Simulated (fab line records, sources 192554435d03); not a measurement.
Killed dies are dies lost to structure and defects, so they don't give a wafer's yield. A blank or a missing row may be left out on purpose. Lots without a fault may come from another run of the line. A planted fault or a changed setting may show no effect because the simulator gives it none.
fab line records | flow n5_finfet
record lots=5 wafers=15 last_day=17
route steps=1938 shown BEOL_M4@1099 BEOL_M5@1112 BEOL_M8@1332 PASSIVATION@1936
lots that met no fault: from a run of the same line without faults
start_h: hours from the record's first day to the start of the lot's first wafer shown | wait_h: hours since the lot's step before | " the same as in the row above | L1.1+2: a row that stands for several wafers | - no value, or no start given | * or withheld: withheld | < > ~ a bound
route shown NAME@n: a module of which the file shows steps, and the number in the route of the first | usual: mean/standard deviation of fault-free wafers | same: alike in all rows | chamber/n: place in a boat | sites: the reading at each site | _std_site: their standard deviation | _edge_site: outer sites' mean less inner sites' | radius_mm: how far each site lies from the wafer's centre | mask NAME#n: copy n | behind: the tool/chamber that last shaped the wafer | hold: why the lot was held/for how many hours/how that ended | device: the transistor (n, p or np) that didn't switch | end of line: the same wafers' tests at the end of the route | a step without rows: its recipe alone | killed: dies lost to structure and defects at the first sort, not the wafer's yield | map: a wafer's dies, x killed, . not, _ none there
set.NAME: the setting as run; set.NAME@STEP: as run at that earlier step | model.NAME: the simulator's own value behind a step, which no gauge read
lots at some steps of the route; a table a step, a row a wafer
services: from which hour (start_h, from the record's first day; less than 0 if before it) a tool's chamber was out of use, for how many hours, and why
## steps
# step N5_BEOL_M4_ANNEAL_95
# recipe temp_c=400 time_s=240 ambient=vacuum
# step N5_BEOL_M4_SPUTTER_96
# recipe material=Cu target_thk_a=45 temp_c=-20 chamber_pressure_pa=0.07 power_w=withheld time_s=8.29
# step N5_BEOL_M4_ECD_50
# recipe material=Cu target_thk_a=3000
# step N5_BEOL_M4_ANNEAL_51
# recipe temp_c=225 time_s=90 ambient=N2
# step N5_BEOL_M4_CMP_52
# recipe stop_on=SiOC t_overpolish_s=6.8 down_force_psi=1 platen_rpm=50 clearing_platen_down_force_psi=1.5 clearing_platen_rpm=50 post_cmp_clean=cu_alkaline target_thk_nm=40 clearing_platen_pad_velocity_m_s=0.99484 pad_velocity_m_s=0.99484
# step N5_BEOL_M4_PRE_CLEAN_60
# recipe gas=NH3/H2 time_s=15 temp_c=* rf_power_w=300
# step N5_BEOL_M4_CO_CAP_55
# recipe material=Co target_thk_a=20 temp_c=200 precursor=CCTBA/H2 pressure_torr=30 time_s=102.1
# step N5_BEOL_M4_PRE_CLEAN_56
# recipe gas=NH3 time_s=15 temp_c=withheld rf_power_w=300
# step N5_BEOL_M4_DEP_57
# recipe material=SiCN target_thk_a=80 temp_c=withheld precursor=3MS/NH3 pressure_torr=3 rf_w=202 time_s=14
# step N5_BEOL_M4_RC_MEAS_101
# usual DIBL_N=36.8/2.1 DIBL_P=37.1/2.2 IOFF_N=0.18/0.037 IOFF_P=0.23/0.041 ION_N=682/13 ION_P=467/8.6 SS_N=71.7/0.61 SS_P=73.5/0.6 VT_N=248/3.4 VT_P=-249/3.5
# columns lot.wafer tool chamber start_h wait_h DIBL_N[mV/V] DIBL_P[mV/V] IOFF_N[nA/um] IOFF_P[nA/um] ION_N[uA/um] ION_P[uA/um] SS_N[mV/dec] SS_P[mV/dec] VT_N[mV] VT_P[mV]
L536.1 prober-01 0 215.93 0.0 39.0 38.8 0.22 0.26 705 479 71.7 74.6 244 -248
L536.3 " 0 " " 39.8 39.8 0.23 0.28 697 482 72.8 74.1 242 -246
L536.4 " 0 " " 39.4 39.9 0.23 0.30 697 478 71.9 74.4 243 -244
L542.3 prober-02 0 261.34 0.3 37.4 38.3 0.18 0.22 668 460 72.7 73.9 248 -250
L542.4 " 0 " " 35.1 36.7 0.15 0.20 675 464 71.2 72.6 249 -250
L542.5 " 0 " " 37.6 39.1 0.19 0.23 676 460 72.0 74.1 244 -250
L543.2 prober-01 0 263.16 0.2 36.6 37.6 0.16 0.22 676 461 71.4 73.8 250 -249
L543.4 " 0 " " 35.5 36.5 0.15 0.21 685 474 71.2 72.7 251 -250
L543.5 " 0 " " 37.9 38.6 0.19 0.25 687 471 71.3 73.8 250 -247
L544.1 prober-02 0 264.23 0.0 37.7 38.2 0.18 0.28 679 470 72.0 74.0 248 -245
L544.3 " 0 " " 34.7 32.9 0.13 0.18 665 456 71.1 73.3 250 -251
L544.6 " 0 " " 36.5 35.6 0.16 0.23 658 463 71.5 73.6 253 -246
L547.1 prober-02 0 294.46 0.0 36.7 35.3 0.16 0.19 672 453 72.0 73.0 253 -251
L547.2 " 0 " " 34.5 34.7 0.14 0.19 665 464 70.5 73.2 250 -255
L547.4 " 0 " " 35.5 35.2 0.16 0.19 685 463 71.5 73.2 247 -251
# step N5_BEOL_M5_ILD_DEP_00
# recipe material=SiCOH_lowk target_thk_a=1406.4 temp_c=300 precursor=DEMS/porogen pressure_torr=5 rf_w=500 time_s=25.9
# step N5_BEOL_M5_CURE_79
# recipe temp_c=385 time_s=240 ambient=He/Ar material=SiCOH_lowk
# step N5_BEOL_M5_PECVD_70
# recipe material=SiO2 target_thk_a=160 temp_c=400 precursor=TEOS/O2 pressure_torr=5.5 rf_w=450 teos_flow_sccm=53.8 gas=O2 flow_sccm=3000 time_s=18
# step N5_BEOL_M5_HM_DEP_02
# recipe material=TiN target_thk_a=200 temp_c=25 chamber_pressure_pa=0.49996
# step N5_BEOL_M5_COAT_59
# recipe resist=SOC temp_c=250 time_s=60 spin_rpm=1500 resist_thk_nm=60
# step N5_BEOL_M5_COAT_60
# recipe resist=SiARC temp_c=220 time_s=60 spin_rpm=1500 resist_thk_nm=12
# step N5_BEOL_M5_COAT_71
# recipe resist=underlayer temp_c=205 time_s=60 spin_rpm=1500 resist_thk_nm=5
# step N5_BEOL_M5_COAT_05
# recipe resist=CAR-EUV spin_rpm=1500 resist_thk_nm=30
# step N5_BEOL_M5_EBR_07
# recipe solvent=PGMEA ebr_width_mm=1.5
# step N5_BEOL_M5_SOFTBAKE_06
# recipe temp_c=110 time_s=60 resist=CAR-EUV
# step N5_BEOL_M5_EXPOSE_08
# recipe mask_id=M5 na=0.33 source_shape=annular sigma_inner=0.4 sigma_outer=0.8 polarization=unpolarized target_cd_nm=28 dose_mj=35.75
# step N5_BEOL_M5_PEB_09
# recipe peb_temp_c=100 peb_time_s=60 resist=CAR-EUV
# step N5_BEOL_M5_DEVELOP_10
# recipe develop_time_s=30 developer=TMAH resist=CAR-EUV rinse_liquid=surfactant_rinse dry=air_spin dev_temp_c=23
# step N5_BEOL_M5_DESCUM_16
# recipe chemistry=O2 time_s=7 source_power_w=50 bias_power_w=20 pressure_mtorr=20 rf_frequency_hz=2.712e+07 temp_c=40 resist=CAR-EUV o2_flow_sccm=225
# step N5_BEOL_M5_ETCH_72
# recipe chemistry=N2/H2 target=underlayer target_depth_a=65 mask_material=CAR-EUV time_s=5.2 ion_energy_ev=200 pressure_mtorr=30 source_w=840 bias_w=150 n2_flow_sccm=200 h2_flow_sccm=200 ends=cleared
# step N5_BEOL_M5_ETCH_61
# recipe chemistry=CF4 target=SiARC target_depth_a=156 mask_material=CAR-EUV time_s=26 ion_energy_ev=80 pressure_mtorr=40 source_w=545 bias_w=36 Ar_flow_sccm=100 cf4_flow_sccm=100 ends=cleared
# step N5_BEOL_M5_ETCH_62
# recipe chemistry=N2/H2 target=SOC target_depth_a=750 overetch_a=150 mask_material=SiARC temp_c=40 time_s=112.5 ion_energy_ev=200 pressure_mtorr=30 source_w=840 bias_w=150 n2_flow_sccm=200 h2_flow_sccm=200
# step N5_BEOL_M5_STRIP_63
# recipe chemistry=N2/H2 temp_c=40 n2_flow_sccm=200 h2_flow_sccm=200 rf_frequency_hz=6e+07
# step N5_BEOL_M5_STRIP_73
# recipe chemistry=N2/H2 temp_c=40 n2_flow_sccm=200 h2_flow_sccm=200 rf_frequency_hz=6e+07
# step N5_BEOL_M5_STRIP_64
# recipe chemistry=CF4 resist=SiARC power_w=300 bias_power_w=75 pressure_mtorr=50 cf4_flow_sccm=150 rf_frequency_hz=6e+07
# step N5_BEOL_M5_HM_OPEN_17
# recipe chemistry=Cl2/BCl3 target_depth_a=200 overetch_a=60 target=TiN mask_material=SOC ion_energy_ev=150 pressure_mtorr=10 icp_w=1000 bias_w=126 Cl2_flow_sccm=53.25 bcl3_flow_sccm=21.75 Ar_flow_sccm=25
# step N5_BEOL_M5_STRIP_19
# recipe chemistry=O2 power_w=400 temp_c=40 pressure_mtorr=30 rf_frequency_hz=6e+07 bias_power_w=0 overash_fraction=0.2 o2_flow_sccm=225
# step N5_BEOL_M5_COAT_65
# recipe resist=SOC temp_c=250 time_s=60 spin_rpm=1500 resist_thk_nm=60
# step N5_BEOL_M5_COAT_66
# recipe resist=SiARC temp_c=220 time_s=60 spin_rpm=1500 resist_thk_nm=12
# step N5_BEOL_M8_ILD_DEP_00
# recipe material=SiCOH_lowk target_thk_a=1797.5 temp_c=300 precursor=DEMS/porogen pressure_torr=5 rf_w=500 time_s=33.4
# usual chamber_pressure_Torr=5.000/0.012 heater_power_outer_w=151/27 heater_power_w=333/34 showerhead_plenum_p_Torr=5.727/0.016 throttle_valve_pct=13.9/0.73
# columns lot.wafer tool chamber start_h wait_h chamber_pressure_Torr heater_power_outer_w heater_power_w showerhead_plenum_p_Torr throttle_valve_pct
L536.1 pecvd-02 0 245.20 0.0 5.003 131 307 5.718 13.5
L536.3 " 1 " " 5.010 161 353 5.708 13.6
L536.4 " 0 " " 5.015 133 317 5.711 13.5
L542.3 pecvd-04 2 291.96 0.0 - - - - -
L542.4 " 2 " " - - - - -
L542.5 " 0 " " - - - - -
L543.2 pecvd-02 1 299.44 0.0 - - - - -
L543.4 " 1 " " - - - - -
L543.5 " 2 " " - - - - -
L544.1 pecvd-04 1 300.26 0.0 - - - - -
L544.3 " 0 " " - - - - -
L544.6 " 1 " " - - - - -
L547.1 pecvd-01 0 321.17 0.0 5.020 138 323 5.738 14.7
L547.2 " 1 " " 5.010 184 357 5.755 13.2
L547.4 " 1 " " 4.997 184 354 5.748 13.4
# step N5_BEOL_M8_OCD_MEAS_38
# usual trench_depth_nm=93.4/1.7
# columns lot.wafer tool chamber start_h wait_h trench_depth_nm
L536.1 ocd-02 - 249.66 - 93.0
L536.3 " - " " 93.5
L536.4 " - " " 93.4
L542.3 ocd-01 - 297.82 - -
L542.4 " - " " -
L542.5 " - " " -
L543.2 ocd-02 - 305.69 - -
L543.4 " - " " -
L543.5 " - " " -
L544.1 ocd-02 - 305.85 - -
L544.3 " - " " -
L544.6 " - " " -
L547.1 ocd-02 - 324.72 - 91.4
L547.2 " - " " 91.9
L547.4 " - " " 93.1
# step N5_PASSIVATION_PROBE_49
# usual defect_limited_yield=91.0/1.4 killed_at_M0_to_M3=35/10 killed_at_M4_up=13/6 killed_at_contacts=13/6.4 killed_at_front_end=42/12 killed_at_other=3.2/2.4 killed_dies=107/17 killed_on_rim=15/4.1 killed_open=69/13 killed_short=33/7.3 sort_bin_5_function=5.3/0.92 sort_bin_6_memory=3.3/0.66 sort_n_pass=1073/17 sort_yield_pct=90.9/1.4
# same gross_dies=1180 killed_at_back_side=0 sort_bin_4_leakage[%]=0 sort_bin_8_speed[%]=0
# columns lot.wafer tool chamber start_h wait_h defect_limited_yield[%] killed_at_M0_to_M3 killed_at_M4_up killed_at_contacts killed_at_front_end killed_at_other killed_dies killed_on_rim killed_open killed_short sort_bin_5_function[%] sort_bin_6_memory[%] sort_n_pass sort_yield_pct[%]
L542.3 prober-01 - 367.09 0.1 0 6 1161 1 11 1 1180 152 11 8 73.2 2.6 0 0
L542.4 prober-01 - 367.14 0.2 0 3 1172 2 3 0 1180 152 10 1 71.2 3.9 0 0
L542.5 prober-01 - 367.19 0.2 0 6 1159 4 11 0 1180 152 20 6 72.0 1.9 0 0
L543.2 prober-01 - 369.01 0.1 0 4 1165 5 4 2 1180 152 11 7 73.1 1.9 0 0
L543.4 prober-01 - 369.11 0.2 0 11 1163 2 4 0 1180 152 16 4 72.4 3.1 0 0
L543.5 prober-01 - 369.16 0.2 0 8 1167 2 3 0 1180 152 12 5 74.4 3.3 0 0
L544.1 prober-01 - 369.26 0.3 0 6 1162 1 11 0 1180 152 10 8 74.1 2.5 0 0
L544.3 prober-01 - 369.36 0.4 0 7 1167 0 6 0 1180 152 10 6 75.3 2.0 0 0
L544.6 prober-01 - 369.51 0.6 0 5 1169 0 5 1 1180 152 7 5 72.5 3.4 0 0
# killed by level:class
L542.3 BEOL_M8:lost_pattern=1157 STI_FIN_REVEAL:geometric_particle:open=4 FIN_SAQP:geometric_particle:short=3 GATE_CUT:geometric_particle:short=2 BEOL_M0_SAQP:geometric_particle:open=2 BEOL_M8:area_dep=2 FIN_SAQP:geometric_particle:open=1 MOL_CONTACT_COAG:geometric_particle:open=1
L542.4 BEOL_M8:lost_pattern=1164 BEOL_M8:area_dep=4 FIN_SAQP:geometric_particle:open=2 BEOL_M3:geometric_particle:open=2 BEOL_M4:geometric_particle:open=2 BEOL_M5:geometric_particle:open=1 GATE_CUT:geometric_particle:open=1 MOL_CONTACT_COAG:geometric_particle:open=1
L542.5 BEOL_M8:lost_pattern=1150 BEOL_M4:geometric_particle:open=5 FIN_SAQP:geometric_particle:open=4 BEOL_M8:area_dep=4 BEOL_M0:geometric_particle:open=3 STI_FIN_REVEAL:geometric_particle:open=2 MOL_CONTACT_COAG:geometric_particle:short=2 ILD0:geometric_particle:short=2
L543.2 BEOL_M8:lost_pattern=1152 BEOL_M8:area_dep=9 MOL_CONTACT_COAG:geometric_particle:open=4 MIM_TOP:geometric_particle:short=2 STI_FIN_REVEAL:geometric_particle:short=1 STI_FIN_REVEAL:geometric_particle:open=1 DUMMY_GATE:geometric_particle:open=1 GATE_CUT:geometric_particle:short=1
L543.4 BEOL_M8:lost_pattern=1155 BEOL_M8:area_dep=5 BEOL_M2:geometric_particle:open=3 STI_FIN_REVEAL:geometric_particle:open=2 MOL_CONTACT_COAG:geometric_particle:open=2 BEOL_M0_SAQP:geometric_particle:short=2 BEOL_M1:geometric_particle:open=2 BEOL_M2:geometric_particle:short=2
L543.5 BEOL_M8:lost_pattern=1159 BEOL_M2:geometric_particle:open=4 BEOL_M8:area_dep=4 GATE_CUT:geometric_particle:short=2 BEOL_M4:geometric_particle:open=2 BEOL_M9:geometric_particle:open=2 GATE_CUT:geometric_particle:open=1 MOL_CONTACT_COAG:geometric_particle:open=1
L544.1 BEOL_M8:lost_pattern=1158 BEOL_M8:area_dep=4 BEOL_M0_SAQP:geometric_particle:short=3 FIN_SAQP:geometric_particle:short=2 STI_FIN_REVEAL:geometric_particle:open=2 STARTING-WAFER:geometric_particle:open=2 FIN_SAQP:geometric_particle:open=1 DUMMY_GATE:geometric_particle:short=1
L544.3 BEOL_M8:lost_pattern=1157 BEOL_M8:area_dep=7 BEOL_M3:geometric_particle:open=3 FIN_SAQP:geometric_particle:short=2 STI_FIN_REVEAL:geometric_particle:open=2 BEOL_M4:geometric_particle:short=2 FIN_SAQP:geometric_particle:open=1 SDB:geometric_particle:open=1
L544.6 BEOL_M8:lost_pattern=1164 BEOL_M8:area_dep=4 BEOL_M2:geometric_particle:open=3 BEOL_M0_SAQP:geometric_particle:short=2 STI_FIN_REVEAL:geometric_particle:short=1 DUMMY_GATE:geometric_particle:open=1 ILD0:geometric_particle:open=1 SDB:geometric_particle:short=1
# map L542.3 (x killed, . not)
_________________xxxxxxxxxxxx________________
______________xxxxxxxxxxxxxxxxxx_____________
___________xxxxxxxxxxxxxxxxxxxxxxxx__________
__________xxxxxxxxxxxxxxxxxxxxxxxxxx_________
________xxxxxxxxxxxxxxxxxxxxxxxxxxxxxx_______
_______xxxxxxxxxxxxxxxxxxxxxxxxxxxxxxxx______
______xxxxxxxxxxxxxxxxxxxxxxxxxxxxxxxxxx_____
_____xxxxxxxxxxxxxxxxxxxxxxxxxxxxxxxxxxxx____
____xxxxxxxxxxxxxxxxxxxxxxxxxxxxxxxxxxxxxx___
___xxxxxxxxxxxxxxxxxxxxxxxxxxxxxxxxxxxxxxxx__
___xxxxxxxxxxxxxxxxxxxxxxxxxxxxxxxxxxxxxxxx__
__xxxxxxxxxxxxxxxxxxxxxxxxxxxxxxxxxxxxxxxxxx_
__xxxxxxxxxxxxxxxxxxxxxxxxxxxxxxxxxxxxxxxxxx_
_xxxxxxxxxxxxxxxxxxxxxxxxxxxxxxxxxxxxxxxxxxxx
_xxxxxxxxxxxxxxxxxxxxxxxxxxxxxxxxxxxxxxxxxxxx
_xxxxxxxxxxxxxxxxxxxxxxxxxxxxxxxxxxxxxxxxxxxx
_xxxxxxxxxxxxxxxxxxxxxxxxxxxxxxxxxxxxxxxxxxxx
_xxxxxxxxxxxxxxxxxxxxxxxxxxxxxxxxxxxxxxxxxxxx
_xxxxxxxxxxxxxxxxxxxxxxxxxxxxxxxxxxxxxxxxxxxx
_xxxxxxxxxxxxxxxxxxxxxxxxxxxxxxxxxxxxxxxxxxxx
_xxxxxxxxxxxxxxxxxxxxxxxxxxxxxxxxxxxxxxxxxxxx
__xxxxxxxxxxxxxxxxxxxxxxxxxxxxxxxxxxxxxxxxxx_
__xxxxxxxxxxxxxxxxxxxxxxxxxxxxxxxxxxxxxxxxxx_
___xxxxxxxxxxxxxxxxxxxxxxxxxxxxxxxxxxxxxxxx__
___xxxxxxxxxxxxxxxxxxxxxxxxxxxxxxxxxxxxxxxx__
____xxxxxxxxxxxxxxxxxxxxxxxxxxxxxxxxxxxxxx___
_____xxxxxxxxxxxxxxxxxxxxxxxxxxxxxxxxxxxx____
______xxxxxxxxxxxxxxxxxxxxxxxxxxxxxxxxxx_____
_______xxxxxxxxxxxxxxxxxxxxxxxxxxxxxxxx______
________xxxxxxxxxxxxxxxxxxxxxxxxxxxxxx_______
__________xxxxxxxxxxxxxxxxxxxxxxxxxx_________
___________xxxxxxxxxxxxxxxxxxxxxxxx__________
______________xxxxxxxxxxxxxxxxxx_____________
_________________xxxxxxxxxxxx________________
# map L543.2 (x killed, . not)
_________________xxxxxxxxxxxx________________
______________xxxxxxxxxxxxxxxxxx_____________
___________xxxxxxxxxxxxxxxxxxxxxxxx__________
__________xxxxxxxxxxxxxxxxxxxxxxxxxx_________
________xxxxxxxxxxxxxxxxxxxxxxxxxxxxxx_______
_______xxxxxxxxxxxxxxxxxxxxxxxxxxxxxxxx______
______xxxxxxxxxxxxxxxxxxxxxxxxxxxxxxxxxx_____
_____xxxxxxxxxxxxxxxxxxxxxxxxxxxxxxxxxxxx____
____xxxxxxxxxxxxxxxxxxxxxxxxxxxxxxxxxxxxxx___
___xxxxxxxxxxxxxxxxxxxxxxxxxxxxxxxxxxxxxxxx__
___xxxxxxxxxxxxxxxxxxxxxxxxxxxxxxxxxxxxxxxx__
__xxxxxxxxxxxxxxxxxxxxxxxxxxxxxxxxxxxxxxxxxx_
__xxxxxxxxxxxxxxxxxxxxxxxxxxxxxxxxxxxxxxxxxx_
_xxxxxxxxxxxxxxxxxxxxxxxxxxxxxxxxxxxxxxxxxxxx
_xxxxxxxxxxxxxxxxxxxxxxxxxxxxxxxxxxxxxxxxxxxx
_xxxxxxxxxxxxxxxxxxxxxxxxxxxxxxxxxxxxxxxxxxxx
_xxxxxxxxxxxxxxxxxxxxxxxxxxxxxxxxxxxxxxxxxxxx
_xxxxxxxxxxxxxxxxxxxxxxxxxxxxxxxxxxxxxxxxxxxx
_xxxxxxxxxxxxxxxxxxxxxxxxxxxxxxxxxxxxxxxxxxxx
_xxxxxxxxxxxxxxxxxxxxxxxxxxxxxxxxxxxxxxxxxxxx
_xxxxxxxxxxxxxxxxxxxxxxxxxxxxxxxxxxxxxxxxxxxx
__xxxxxxxxxxxxxxxxxxxxxxxxxxxxxxxxxxxxxxxxxx_
__xxxxxxxxxxxxxxxxxxxxxxxxxxxxxxxxxxxxxxxxxx_
___xxxxxxxxxxxxxxxxxxxxxxxxxxxxxxxxxxxxxxxx__
___xxxxxxxxxxxxxxxxxxxxxxxxxxxxxxxxxxxxxxxx__
____xxxxxxxxxxxxxxxxxxxxxxxxxxxxxxxxxxxxxx___
_____xxxxxxxxxxxxxxxxxxxxxxxxxxxxxxxxxxxx____
______xxxxxxxxxxxxxxxxxxxxxxxxxxxxxxxxxx_____
_______xxxxxxxxxxxxxxxxxxxxxxxxxxxxxxxx______
________xxxxxxxxxxxxxxxxxxxxxxxxxxxxxx_______
__________xxxxxxxxxxxxxxxxxxxxxxxxxx_________
___________xxxxxxxxxxxxxxxxxxxxxxxx__________
______________xxxxxxxxxxxxxxxxxx_____________
_________________xxxxxxxxxxxx________________
## services
# columns tool chamber start_h hours kind
pecvd-01 - 229.03 2.8 pm
pecvd-04 - 245.96 0.8 repair
pecvd-01 - 249.04 1.0 repair
pecvd-02 2 256.52 2.1 scheduled_down
pecvd-01 - 292.99 1.4 repair
pecvd-04 2 299.57 2.1 scheduled_down
pecvd-02 - 318.85 1.7 repair
## key
first_sign step=N5_BEOL_M8_ILD_DEP_00 reading=tool_record direction=missing
effect step=N5_BEOL_M8_OCD_MEAS_38 reading=trench_depth_nm direction=missing
effect step=N5_PASSIVATION_PROBE_49 reading=killed_at_M4_up direction=up sigmas=99+ usual=13 struck=1165
met_at N5_BEOL_M8_ILD_DEP_00
struck_wafers L542.3,L542.4,L542.5,L543.2,L543.4,L543.5,L544.1,L544.3,L544.6
later_rows_left_out L542.3,L542.4,L542.5,L543.2,L543.4,L543.5,L544.1,L544.3,L544.6
onset_between 245.20 291.96
fault kind=skipped_step_whole tool=pecvd-02,pecvd-04 chamber=- onset_h=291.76 steps=N5_BEOL_M8_ILD_DEP_00 scope=struck_lots_only
# later_rows_left_out: the simulator's readings of these wafers behind a module that went badly wrong aren't trusted and aren't shown, but for the sort
